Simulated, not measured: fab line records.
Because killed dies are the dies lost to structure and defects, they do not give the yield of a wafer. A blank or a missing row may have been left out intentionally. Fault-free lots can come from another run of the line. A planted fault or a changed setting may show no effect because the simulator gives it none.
A lot that was struck, set against a sound lot | flow n5-finfet | 14 out of 1938 route steps
Sound: these wafers, L991.1, L991.3, L991.6. The struck wafers were L998.1, L998.3, L998.5. The cause is named last.
For every step that has rows: the tool of each side, followed by ch and its chambers, followed by its first start. Under that, the readings that differ: sound wafers | struck wafers | difference of the means | sigmas: that difference in standard deviations of wafers without a fault.
alike: a reading whose means differ by less than 2 such deviations, as well as words and numbers matching on both sides. not compared: withheld readings; readings where some wafer has no value; bounds like >300 that might hide an equal value; numbers whose values overlap and for which the record gives no deviation.
The two part at a step that has a row with sigmas, a row that says differs or no value, or rows on one side only. Non-overlapping numbers with no deviation appear without sigmas and do not part them. Lack of a reading on every wafer of one side parts them only where that side has two or more wafers.

first, 8 steps without rows for these wafers: N5_BEOL_M8_COAT_64 (time 60 s, resist thk 12 nm); N5_BEOL_M8_COAT_71 (time 60 s, resist thk 5 nm); N5_BEOL_M8_COAT_22 (resist thk 30 nm); N5_BEOL_M8_EBR_24; N5_BEOL_M8_SOFTBAKE_23 (time 60 s); N5_BEOL_M8_EXPOSE_25 (exposes mask V7, target cd 40 nm); N5_BEOL_M8_PEB_26 (peb time 60 s); N5_BEOL_M8_DEVELOP_27 (develop time 30 s).
N5_BEOL_M8_CD_MEAS_28 targets a cd of 40 nm.
  sound on cd-sem-01 ch 0, day 12 13:57; struck on cd-sem-02 ch 0, day 14 00:14
  alike: cd-nm
N5_BEOL_M8_OVL_MEAS_29:
  sound on overlay-02 ch 0, day 12 13:59; struck on overlay-01 ch 0, day 14 00:16
  reading     | sound       | struck         | difference | sigmas
  V7_OVL (nm) | 1.2 1.6 1.5 | -1.2 -0.7 -1.1 | -2.4       | -3
N5_BEOL_M8_INSPECT_30: inspects for defects (brightfield).
  sound on defect-inspect-01 at day 12 14:02; struck on defect-inspect-02 at day 14 00:20
  alike: raw-defect-count
N5_BEOL_M8_DESCUM_33: chemistry O2, time 7 s.
  sound on rie-diel-05 ch 0,1,2, day 12 14:08; struck on rie-diel-05 ch 0,1,3, day 14 00:22
  alike: drypump-motor-current-A, oes-product-au, rf-vpp-V, showerhead-plenum-p-Torr, throttle-valve-pct
  not compared: rf-hours-counter-h
N5_BEOL_M8_ETCH_72: etches underlayer in N2/H2, target depth 6.5 nm, time 5.2 s.
  sound on rie-diel-05 ch 0,1,2, day 12 14:10; struck on rie-diel-05 ch 0,1,3, day 14 00:24
  reading               | sound             | struck            | difference | sigmas
  etch-rf-on-time-s (s) | 5.16 5.22 5.31    | 5.32 5.43 5.53    | +0.20      | +2
  h2-flow-sccm (sccm)   | 199.6 200.1 199.7 | 179.7 180.2 180.7 | -19.6      | -32
  alike: drypump-motor-current-A, oes-product-au, rf-vpp-V, showerhead-plenum-p-Torr, throttle-valve-pct
  not compared: rf-hours-counter-h
N5_BEOL_M8_ETCH_65: etches SiARC in CF4, target depth 15.6 nm, time 26 s.
  sound on rie-diel-05 ch 0,1,2, day 12 14:11; struck on rie-diel-05 ch 0,1,3, day 14 00:25
  alike: drypump-motor-current-A, etch-rf-on-time-s, oes-product-au, rf-vpp-V, showerhead-plenum-p-Torr, throttle-valve-pct
  not compared: rf-hours-counter-h

== WHERE THEY PART ==
At N5_BEOL_M8_OVL_MEAS_29 first; at N5_BEOL_M8_ETCH_72 last (within this record only). Later steps at which nothing parts them and some readings are alike: N5_BEOL_M8_ETCH_65.

WHY: what had been put in by the simulator
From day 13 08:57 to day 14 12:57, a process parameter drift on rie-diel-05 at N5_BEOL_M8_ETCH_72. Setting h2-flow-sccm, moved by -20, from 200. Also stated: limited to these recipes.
